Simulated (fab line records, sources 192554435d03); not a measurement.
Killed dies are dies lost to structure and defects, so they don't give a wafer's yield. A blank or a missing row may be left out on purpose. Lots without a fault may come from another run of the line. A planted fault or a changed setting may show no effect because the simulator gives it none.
Chamber matching | flow n5_finfet | N5_HKMG_FIN_ALD_74 on ald_hk-02: 4 sister chambers
The step deposits La2O3, target thk 0.5 nm, pulse time 6 s, co reactant pulse time 1 s. 6 wafers are shown with their chamber, then 7 later ones without.

WAFERS WITH THEIR CHAMBER
wafer  | chamber | heater_power_w (W) | precursor_pulse_height_rel
L525.3 | 0       | 365                | 1.007
L526.2 | 1       | 313                | 1.001
L527.3 | 3       | 328                | 0.992
L527.5 | 2       | 313                | 1.002
L534.2 | 2       | 314                | 1.020
L534.4 | 1       | 325                | 1.004

WAFERS WITHOUT THEIR CHAMBER
wafer  | heater_power_w (W) | precursor_pulse_height_rel
L534.6 | 335                | 1.007
L539.1 | 375                | 0.986
L539.3 | 303                | 0.995
L539.6 | 371                | 0.990
L540.1 | 378                | 1.008
L540.2 | 306                | 0.980
L540.3 | 345                | 1.027

WHICH CHAMBER EACH WENT THROUGH
wafer  | from the rows above               | in truth
L534.6 | can't be placed: 3 or 1 or 2      | 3
L539.1 | 0                                 | 0
L539.3 | can't be placed: 2 or 1 or 3      | 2
L539.6 | 0                                 | 0
L540.1 | 0                                 | 0
L540.2 | can't be placed: 1 or 2 or 3      | 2
L540.3 | can't be placed: 0 or 3 or 1 or 2 | 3
Placed correctly: 3 of 7. Can't be placed from these rows: 4 (the true chamber is among the candidates in 4). Placed wrongly: 0.
How it was worked out, from the rows above alone: a wafer's distance from a chamber is the root of the sum, over the readings, of the square of ((its reading less the chamber's mean) divided by the reading's scatter). The wafer belongs to the nearest chamber; if the next one is less than 2 further off, it can't be placed. A chamber's mean is the mean of its shown wafers. The scatter: the root of (the sum of the squares of (reading less its chamber's mean) over the shown wafers, divided by (wafers less chambers)).
